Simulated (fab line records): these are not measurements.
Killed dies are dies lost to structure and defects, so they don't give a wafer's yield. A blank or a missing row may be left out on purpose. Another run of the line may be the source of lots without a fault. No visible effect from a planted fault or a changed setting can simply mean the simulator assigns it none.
Lot-split experiment | flow n5_finfet | on a route of 1938 steps: 7 lots, 21 wafers read

## ABOUT THE SPLIT
At N5_DUMMY_GATE_COAT_35 (time 60 s, resist thk 10 nm), the setting spin_rpm was moved away from the recipe's 1500 rpm on 6 of the 21 wafers read, by -7.8% to +7.7%. This setting was run at the recipe's value on the other wafers.

Reading taken at the split's own step.

## THE READING
SiARC_of_DUMMY_GATE_COAT_35.thk_nm (the simulator's own value, which no gauge read), in nm, at N5_DUMMY_GATE_COAT_35 (time 60 s, resist thk 10 nm). No usual value for it is given in the file.

wafer  | tool, chamber at the split | spin_rpm as run, rpm | against the recipe | SiARC_of_DUMMY_GATE_COAT_35.thk_nm, nm | against lot-mates on the recipe
L076.3 | litho_track-04, 0          | 1500                 | recipe             | 10                                     | -
L076.6 | litho_track-04, 0          | 1500                 | recipe             | 10                                     | -
L076.4 | litho_track-04, 0          | 1410                 | -6.0%              | 10.2                                   | +0.2
L078.1 | litho_track-02, 0          | 1500                 | recipe             | 10                                     | -
L078.2 | litho_track-02, 0          | 1500                 | recipe             | 10                                     | -
L078.5 | litho_track-02, 0          | 1549                 | +3.3%              | 9.8                                    | -0.2
L079.1 | litho_track-03, 0          | 1442                 | -3.9%              | 10.2                                   | +0.2
L079.2 | litho_track-03, 0          | 1500                 | recipe             | 10                                     | -
L079.5 | litho_track-03, 0          | 1500                 | recipe             | 10                                     | -
L081.1 | litho_track-02, 0          | 1500                 | recipe             | 10                                     | -
L081.2 | litho_track-02, 0          | 1500                 | recipe             | 10                                     | -
L081.4 | litho_track-02, 0          | 1500                 | recipe             | 10                                     | -
L082.2 | litho_track-04, 0          | 1500                 | recipe             | 10                                     | -
L082.3 | litho_track-04, 0          | 1500                 | recipe             | 10                                     | -
L082.5 | litho_track-04, 0          | 1383                 | -7.8%              | 10.4                                   | +0.4
L084.2 | litho_track-02, 0          | 1500                 | recipe             | 10                                     | -
L084.3 | litho_track-02, 0          | 1500                 | recipe             | 10                                     | -
L084.5 | litho_track-02, 0          | 1500                 | recipe             | 10                                     | -
L095.2 | litho_track-03, 0          | 1500                 | recipe             | 10                                     | -
L095.3 | litho_track-03, 0          | 1615                 | +7.7%              | 9.6                                    | -0.4
L095.5 | litho_track-03, 0          | 1615                 | +7.7%              | 9.6                                    | -0.4

THE FIT
A straight line over all 21 wafers: SiARC_of_DUMMY_GATE_COAT_35.thk_nm changes by -0.0495 nm for each +1% of spin_rpm; r = -0.99; the points scatter about the line by 0.024 nm.
The same after taking each lot's own level away (the mean of its wafers on the recipe; 21 wafers): -0.0495 nm for each +1%; r = -0.99; scatter 0.024 nm.
On that fit, the largest move of spin_rpm shifts the reading by 0.39 nm.
The lots' own levels span 10.00 to 10.00 nm.
Consequently the slope shifts little with the lot-to-lot level, the two slopes agreeing.
Check: +0.369 nm against its lot-mates is what the line predicts for one of the wafers moved furthest among these (-7.8%) when that wafer is left out of the fit. Against them it came out at +0.4 nm.

## THE OTHER SPLITS THESE WAFERS WENT THROUGH
Before the reading, these wafers also passed through other splits. Each is held against what the fit with the lots' levels taken away leaves over:
other split on the same wafers            | wafers away from the commonest value | r with SiARC_of_DUMMY_GATE_COAT_35.thk_nm (lot level and that fit taken away)
N5_ZERO_LAYER_EXPOSE_08 dose_mj           | 8                                    | -0.09
N5_WELL_APT_COAT_02 spin_rpm              | 8                                    | +0.22
N5_PMOS_HMC_CHANNEL_EPI_EXPOSE_06 dose_mj | 11                                   | +0.22
N5_PMOS_HMC_CHANNEL_EPI_ETCH_32 bias_w    | 8                                    | -0.07
N5_FIN_SAQP_DESCUM_21 time_s              | 6                                    | -0.09
N5_FIN_SAQP_SPACER1_ALD_24 ald_cycles     | 3                                    | +0.16
N5_DUMMY_GATE_CVD_03 temp_c               | 9                                    | +0.06

## FILE'S OWN FIT
SiARC_of_DUMMY_GATE_COAT_35.thk_nm changes by -0.0486 nm for each +1% of spin_rpm, r = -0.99.
